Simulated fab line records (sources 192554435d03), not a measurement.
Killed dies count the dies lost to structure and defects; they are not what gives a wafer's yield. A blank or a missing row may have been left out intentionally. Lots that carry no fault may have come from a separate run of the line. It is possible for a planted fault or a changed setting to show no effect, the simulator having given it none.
One fault through the eyes of 2 desks || flow n5_finfet || every desk sees just its own numbers, and what lay behind them comes last

== THE METROLOGY DESK ==
Means of the sampled wafers that have a number, per lot and without regard to the tool the lot ran on: this is what the gauges read. Any lot whose mean is over 4 standard deviations away from the usual mean is out of limits and marked OUT; that distance is given in the brackets. Shown here are 7 of its 12 readings, the ones lying furthest out on some lot.
Columns: A = cd_nm at N5_MOL_CONTACT_COAG_CD_MEAS_101, usual 15.9 nm; B = thk_nm at N5_BEOL_M0_SAQP_THK_MEAS_05, usual 60.2 nm; C = IOFF_P at N5_BEOL_M4_RC_MEAS_101, usual 0.21 nA/um; D = ION_N at N5_BEOL_M4_RC_MEAS_101, usual 673 uA/um; E = ION_P at N5_BEOL_M4_RC_MEAS_101, usual 463 uA/um; F = SS_N at N5_BEOL_M4_RC_MEAS_101, usual 71.5 mV/dec; G = VT_P at N5_BEOL_M4_RC_MEAS_101, usual -250 mV
{"lot": "L966", "first seen here": "day 5 05:28", "A": 16.2, "B": 61.1, "C": 0.20, "D": 669, "E": 462, "F": 71.4, "G": -251}
{"lot": "L975", "first seen here": "day 7 13:38", "A": 16.3, "B": 59.2, "C": 0.23, "D": 679, "E": 472, "F": 71.9, "G": -245}
{"lot": "L976", "first seen here": "day 7 20:07", "A": 15.6, "B": 58.9, "C": 0.22, "D": 675, "E": 467, "F": 71.4, "G": -247}
{"lot": "L978", "first seen here": "day 8 18:31", "A": 16.2, "B": 59.8, "C": 0.16, "D": 662, "E": 454, "F": 71.4, "G": -253}
{"lot": "L979", "first seen here": "day 8 18:49", "A": 15.6, "B": 60.3, "C": 0.23, "D": 672, "E": 468, "F": 71.5, "G": -248}
{"lot": "L980", "first seen here": "day 9 02:56", "A": 15.4, "B": 59.6, "C": 0.21, "D": 671, "E": 459, "F": 71.4, "G": -251}
{"lot": "L982", "first seen here": "day 9 12:53", "A": 15.7, "B": 59.5, "C": 0.25, "D": 687, "E": 472, "F": 71.9, "G": -246}
{"lot": "L985", "first seen here": "day 10 03:49", "A": 15.8, "B": 60.8, "C": 0.20, "D": 662, "E": 458, "F": 71.1, "G": -250}
{"lot": "L986", "first seen here": "day 10 04:54", "A": 15.9, "B": 61.0, "C": 0.22, "D": 681, "E": 466, "F": 72.2, "G": -251}
Result from this desk: across the 9 lots, nothing is out of limits.

== THE TOOL OWNER'S DESK: pecvd-02 ==
The tool's own readings at N5_BEOL_M0_SAQP_PECVD_04 (deposits a-Si from SiH4/He, target thk 60 nm, time 60.2 s): means of the sampled wafers that have a number, for each lot that ran on this tool. Any lot whose mean is over 4 standard deviations away from the usual mean is out of limits and marked OUT; that distance is given in the brackets.
Columns: A = heater_power_w at N5_BEOL_M0_SAQP_PECVD_04, usual 650 W; B = showerhead_plenum_p_Torr at N5_BEOL_M0_SAQP_PECVD_04, usual 5.70 Torr; C = throttle_valve_pct at N5_BEOL_M0_SAQP_PECVD_04, usual 17.4 %
{"lot": "L966", "first seen here": "day 5 14:07", "A": 624, "B": 5.68, "C": 17.2}
{"lot": "L975", "first seen here": "day 7 19:20", "A": 636, "B": 5.66, "C": 17.5}
{"lot": "L976", "first seen here": "day 8 04:26", "A": 685, "B": 5.68, "C": 17.3}
{"lot": "L978", "first seen here": "day 8 23:00", "A": 634, "B": 5.68, "C": 17.2}
Result from this desk: across the 4 lots, nothing is out of limits.

== PUT TOGETHER ==
Nothing out of limits was seen by the metrology desk.
Nothing out of limits was seen by the tool owner's desk.

== WHAT THE SIMULATOR HAD PUT IN ==
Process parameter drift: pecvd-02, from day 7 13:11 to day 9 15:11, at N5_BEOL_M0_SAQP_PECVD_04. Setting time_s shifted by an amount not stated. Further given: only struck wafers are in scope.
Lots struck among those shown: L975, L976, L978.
